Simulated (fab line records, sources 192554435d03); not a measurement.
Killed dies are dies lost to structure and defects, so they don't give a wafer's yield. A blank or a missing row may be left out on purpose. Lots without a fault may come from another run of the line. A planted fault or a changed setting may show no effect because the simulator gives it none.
Problem report in the 8D (eight disciplines) form, filled by code | flow n5_finfet | the parts of the form that need people (team, actions taken, sign-off) are left out

1. THE PROBLEM
M5_ILD_THK at N5_BEOL_M5_THK_MEAS_01 reads a mean of 90.5 nm on 4 wafers of 3 lots; wafers without a fault read 121.0 nm with a standard deviation of 1.9. That is -16 standard deviations from the usual mean.
First seen on wafer L616.3, day 12 07:13, on film_metro-02. The record holds 32 wafers of 12 lots with a number at this step. Rule for "out", or "out of limits": more than 4 standard deviations from the usual mean. The other wafers with a number count as sound.

2. WHAT IT IS AND WHAT IT IS NOT
question                    | is                             | is not
which readings at this step | M5_ILD_THK                     | -
which lots                  | L614, L616, L621               | L601, L602, L605, L606, L609, L612, L615, L623, L624
which wafers of those lots  | L614.3, L614.5, L616.3, L621.5 | L616.1, L621.2
read on which gauges        | film_metro-01, film_metro-02   | -
when                        | from day 12 07:13              | up to then (22 sound wafers); but 6 sound wafers of L621, L623, L624 came after

3. SUSPECTS, AND WHAT RULES EACH OUT
Counting: a tool at a process step up to the reading stays a suspect if it ran every lot that is out. Sound lots after the first of them don't rule it out here, since some wafers of a struck lot are sound.
- the gauge at N5_BEOL_M5_THK_MEAS_01: ruled out. The wafers that are out were read on 2 gauges (film_metro-01, film_metro-02).
- pecvd-04 at N5_BEOL_M5_ILD_DEP_00 (deposits SiCOH lowk from DEMS/porogen, target thk 140.64 nm, time 25.9 s): kept. It ran every lot that is out, first L616 (day 12 06:38); its last sound lot up to then is L615 (day 11 14:28).
Left after counting: pecvd-04 at N5_BEOL_M5_ILD_DEP_00.

4. THE CAUSE (what the simulator had put in)
Process parameter drift: pecvd-04, from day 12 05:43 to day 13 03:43, at N5_BEOL_M5_ILD_DEP_00. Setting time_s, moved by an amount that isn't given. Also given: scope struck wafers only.
Counting left only this tool.

5. THE CHAIN OF EFFECTS, in route order
Each row: a reading whose mean over the struck wafers that have a number lies more than 3 standard deviations from the usual. Only readings for which the record gives a usual standard deviation are gone through. hours: the time from each lot's start at the first step in this table that gives one to its start at this step, as a median over the lots. sigmas: the change in usual standard deviations.
hours | step                   | reading    | usual    | on struck wafers | change | sigmas
0     | N5_BEOL_M5_THK_MEAS_01 | M5_ILD_THK | 121.0 nm | 90.5             | -30.5  | -16

6. WHAT WOULD HAVE CAUGHT IT SOONER
In this record the first reading out of limits at a measuring or inspecting step was taken at day 12 07:13, 1 hour after the fault began at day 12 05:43.
Of the tool readings at N5_BEOL_M5_ILD_DEP_00 for which the record gives a usual standard deviation, none was out on any struck wafer, so an alarm limit of 4 standard deviations on them would not have fired.
Of the lots that are out (3), L621 began N5_BEOL_M5_ILD_DEP_00 on pecvd-04 after day 12 07:13. A hold on the tool at that time would have spared it.
